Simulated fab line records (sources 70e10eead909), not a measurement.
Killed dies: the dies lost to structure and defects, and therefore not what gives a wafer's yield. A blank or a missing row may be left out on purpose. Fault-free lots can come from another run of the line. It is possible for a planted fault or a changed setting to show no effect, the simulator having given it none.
Which tool is to blame? ; flow nand_harc ; Sampling: 12 lots, 36 wafers, 5 of 1159 route steps

== WHAT THE GAUGES READ, wafer by wafer ==
NHARC_A_BLC_CD_MEAS_10 targets a cd of 100 nm.
lot;measured;on;cd_nm (nm)
L075;day 17 14:03;cd_sem-01;100.0 100.6 100.6
L077;day 17 19:28;cd_sem-02;99.9 100.5 100.5
L079;day 18 16:58;cd_sem-01;100.1 100.0 100.4
L081;day 19 06:08;cd_sem-03;99.7 100.0 99.4
L083;day 19 12:38;cd_sem-03;99.5 99.8 99.2
L086;day 20 04:50;cd_sem-02;99.7 99.6 99.3
L089;day 20 14:20;cd_sem-03;100.3 99.6 99.9
L088;day 20 23:48;cd_sem-03;99.4 100.0 99.8
L093;day 21 23:11;cd_sem-01;98.8 99.4 99.2
L094;day 22 00:46;cd_sem-03;100.8 100.6 100.1
L097;day 22 22:31;cd_sem-02;100.1 100.3 100.3
L096;day 23 02:13;cd_sem-01;100.5 99.7 99.6

== EACH LOT AND THE TOOL THAT RAN IT (in order: tool; ch and the chambers of the sampled wafers; start) ==
lot;NHARC_A_WL_FILL_CMP_12;NHARC_A_CONTACT_ETCH_51;NHARC_A_CONTACT_ETCH_112;NHARC_A_CONTACT_ETCH_134
L075;cmp-02 ch 0,2,3, day 16 09:11;rie_diel-02 ch 0,1,3, day 16 16:31 or earlier;har_cap_etch-01 ch 0,1, day 16 16:31;har_cap_etch-02 ch 0,1, day 17 07:04
L077;cmp-03 ch 1,3, day 16 16:43;rie_diel-02 ch 0,1,2, day 16 23:55 or earlier;har_cap_etch-03 ch 0,1, day 16 23:55;har_cap_etch-03 ch 0,1, day 17 15:05
L079;cmp-02 ch 0,1,2, day 17 12:53;rie_diel-02 ch 1,2,3, day 17 18:35 or earlier;har_cap_etch-01 ch 0,1, day 17 18:35;har_cap_etch-02 ch 0,1, day 18 12:20
L081;cmp-02 ch 0,1,3, day 18 03:13;rie_diel-02 ch 0,1,2, day 18 11:31 or earlier;har_cap_etch-01 ch 0,1, day 18 11:31;har_cap_etch-02 ch 0,1, day 19 01:58
L083;cmp-03 ch 0,1,2, day 18 10:14;rie_diel-12 ch 0,1,3, day 18 16:16 or earlier;har_cap_etch-02 ch 0,1, day 18 16:16;har_cap_etch-02 ch 0,1, day 19 06:23
L086;cmp-03 ch 0,2,3, day 19 03:05;rie_diel-12 ch 0,1, day 19 09:19 or earlier;har_cap_etch-03 ch 1, day 19 09:19;har_cap_etch-03 ch 0,1, day 20 00:30
L089;cmp-01 ch 0,1, day 19 10:40;rie_diel-02 ch 1,3, day 19 16:35 or earlier;har_cap_etch-03 ch 0,1, day 19 16:35;har_cap_etch-01 ch 0,1, day 20 05:52
L088;cmp-02 ch 2,3, day 19 19:29;rie_diel-12 ch 2,3, day 20 01:47 or earlier;har_cap_etch-03 ch 0,1, day 20 01:47;har_cap_etch-02 ch 0,1, day 20 16:53
L093;cmp-02 ch 1,3, day 20 11:53;rie_diel-12 ch 0,1, day 20 20:21 or earlier;har_cap_etch-03 ch 1, day 20 20:21;har_cap_etch-01 ch 0,1, day 21 11:05
L094;cmp-01 ch 0,1,3, day 20 16:14;rie_diel-02 ch 0,1,3, day 20 23:37 or earlier;har_cap_etch-01 ch 0, day 20 23:37;har_cap_etch-02 ch 0,1, day 21 16:19
L097;cmp-02 ch 0,1,2, day 21 20:29;rie_diel-12 ch 0,1,2, day 22 02:32 or earlier;har_cap_etch-03 ch 1, day 22 02:32;har_cap_etch-01 ch 0,1, day 22 16:47
L096;cmp-03 ch 0,2,3, day 22 00:46;rie_diel-12 ch 0,1,2, day 22 06:51 or earlier;har_cap_etch-01 ch 0,1, day 22 06:51;har_cap_etch-01 ch 0,1, day 22 21:27
- NHARC_A_WL_FILL_CMP_12: polishes, t overpolish 30 s, target thk 75 nm.
- NHARC_A_CONTACT_ETCH_51: etches the open film in O2/COS, target depth 3600 nm, time 936 s.
- NHARC_A_CONTACT_ETCH_112: etches the open film in C4F8/O2/Ar, time 94 s, target depth 922 nm.
- NHARC_A_CONTACT_ETCH_134: etches the open film in C4F8/O2/Ar, time 140 s, target depth 700 nm.

== THE ANSWER, worked out from the rows above alone ==
Rule: the lots themselves supply what counts as usual. The widest of any qualifying gaps counts: lots, ordered by their means at a reading, are off when they make up no more than a third of the lots, leave a main group of 4 or more, and stand apart from it by 3 or more times the standard deviation of that group's means. If all means in a main group match to the digits the tables above print for the reading, that group is not used. A lot without any number at a reading at which 4 lots or more have one is off too. Where the step has rows for the other lots, those lots are counted as sound.
No lot is off at any reading shown: from this, nothing can be told.

== WHAT THE SIMULATOR HAD PUT IN ==
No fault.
